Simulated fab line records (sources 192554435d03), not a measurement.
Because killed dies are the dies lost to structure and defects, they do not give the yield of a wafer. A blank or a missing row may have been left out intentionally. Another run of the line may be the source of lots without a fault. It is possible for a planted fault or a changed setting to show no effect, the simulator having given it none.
Chamber matching ; flow n5_finfet ; 4 sister chambers for N5_GATE_CUT_CMP_61 on cmp-04
The step polishes, stops on SiNx, t overpolish 3 s. 8 wafers are shown with their chamber, then 9 later ones without.

## EACH WAFER AND ITS CHAMBER
wafer;chamber;motor_current_A (A);slurry_filter_dp_kPa (kPa)
L087.5;2;11.7;13.65
L088.1;2;11.9;13.65
L088.6;3;12.0;13.30
L090.4;3;11.5;13.26
L090.6;1;10.8;13.67
L091.2;1;10.9;13.68
L091.4;0;10.6;13.63
L091.6;0;10.6;13.42

## WAFERS WITH NO CHAMBER GIVEN
wafer;motor_current_A (A);slurry_filter_dp_kPa (kPa)
L093.1;10.8;13.34
L093.2;11.4;13.56
L093.6;11.1;13.64
L094.1;11.0;13.53
L094.2;11.3;13.46
L094.6;10.8;13.49
L095.2;10.4;13.29
L095.3;12.1;13.47
L095.6;11.6;13.55

## CHAMBER TAKEN BY EACH
wafer;from the rows above;in truth
L093.1;can't be placed: 0 or 1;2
L093.2;can't be placed: 2 or 1 or 3 or 0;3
L093.6;can't be placed: 1 or 0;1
L094.1;can't be placed: 0 or 1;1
L094.2;can't be placed: 3 or 2 or 1 or 0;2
L094.6;can't be placed: 0 or 1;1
L095.2;0;0
L095.3;can't be placed: 2 or 3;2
L095.6;can't be placed: 2 or 3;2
Correctly placed: 1 of 9. From these rows, 8 cannot be placed; in 7 the true chamber is one of the candidates. Wrongly placed: 0.
How it was worked out, from the rows above alone: a wafer's distance from a chamber is the root of the sum, over the readings, of the square of ((its reading less the chamber's mean) divided by the reading's scatter). If the next closest chamber is less than 2 further off than the closest, the wafer can't be placed; otherwise it belongs to the closest. A chamber's mean is the mean of its shown wafers. The scatter: take each reading less its chamber's mean, square it, sum over the shown wafers, divide by the number of wafers less the number of chambers, and take the root.
